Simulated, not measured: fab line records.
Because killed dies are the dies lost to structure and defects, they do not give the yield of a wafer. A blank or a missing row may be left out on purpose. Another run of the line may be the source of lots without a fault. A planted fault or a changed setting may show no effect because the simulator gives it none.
Chamber matching || flow n5 finfet || N5_FIN_SAQP_ETCH_51 on rie diel-06 has 4 sister chambers
The step etches SiARC in CF4, target depth 45.5 nm, time 75.8 s. 4 wafers are shown with their chamber, then 8 later ones without.

== WAFERS WITH THEIR CHAMBER ==
{"wafer": "L083.4", "chamber": 2, "showerhead plenum p Torr (Torr)": 2.05}
{"wafer": "L086.1", "chamber": 3, "showerhead plenum p Torr (Torr)": 2.25}
{"wafer": "L086.2", "chamber": 0, "showerhead plenum p Torr (Torr)": 2.23}
{"wafer": "L090.1", "chamber": 1, "showerhead plenum p Torr (Torr)": 2.14}

== WAFERS WITHOUT THEIR CHAMBER ==
{"wafer": "L090.2", "showerhead plenum p Torr (Torr)": 2.23}
{"wafer": "L090.6", "showerhead plenum p Torr (Torr)": 2.25}
{"wafer": "L095.2", "showerhead plenum p Torr (Torr)": 2.24}
{"wafer": "L095.4", "showerhead plenum p Torr (Torr)": 2.04}
{"wafer": "L095.5", "showerhead plenum p Torr (Torr)": 2.22}
{"wafer": "L096.1", "showerhead plenum p Torr (Torr)": 2.04}
{"wafer": "L096.4", "showerhead plenum p Torr (Torr)": 2.22}
{"wafer": "L096.5", "showerhead plenum p Torr (Torr)": 2.24}

== CHAMBER TAKEN BY EACH ==
{"wafer": "L090.2", "from the rows above": 0, "in truth": 0}
{"wafer": "L090.6", "from the rows above": 3, "in truth": 3}
{"wafer": "L095.2", "from the rows above": "can't be placed: 3 or 0", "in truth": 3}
{"wafer": "L095.4", "from the rows above": 2, "in truth": 2}
{"wafer": "L095.5", "from the rows above": 0, "in truth": 0}
{"wafer": "L096.1", "from the rows above": 2, "in truth": 2}
{"wafer": "L096.4", "from the rows above": 0, "in truth": 0}
{"wafer": "L096.5", "from the rows above": "can't be placed: 3 or 0", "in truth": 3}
Placed correctly: 6 of 8. Cannot be placed on the basis of these rows: 2; the candidates contain the true chamber in 2. Number placed wrongly: 0.
How it was worked out, from the rows above alone: a wafer's distance from a chamber is the root of the sum, over the readings, of the square of ((its reading less the chamber's mean) divided by the reading's scatter). If the next closest chamber is less than 2 further off than the closest, the wafer can't be placed; otherwise it belongs to the closest. Each chamber's mean is taken over the wafers shown for it. The scatter (one wafer shown for each chamber): square how far every hidden wafer sits from the nearest shown wafer, average those squares and take the square root.
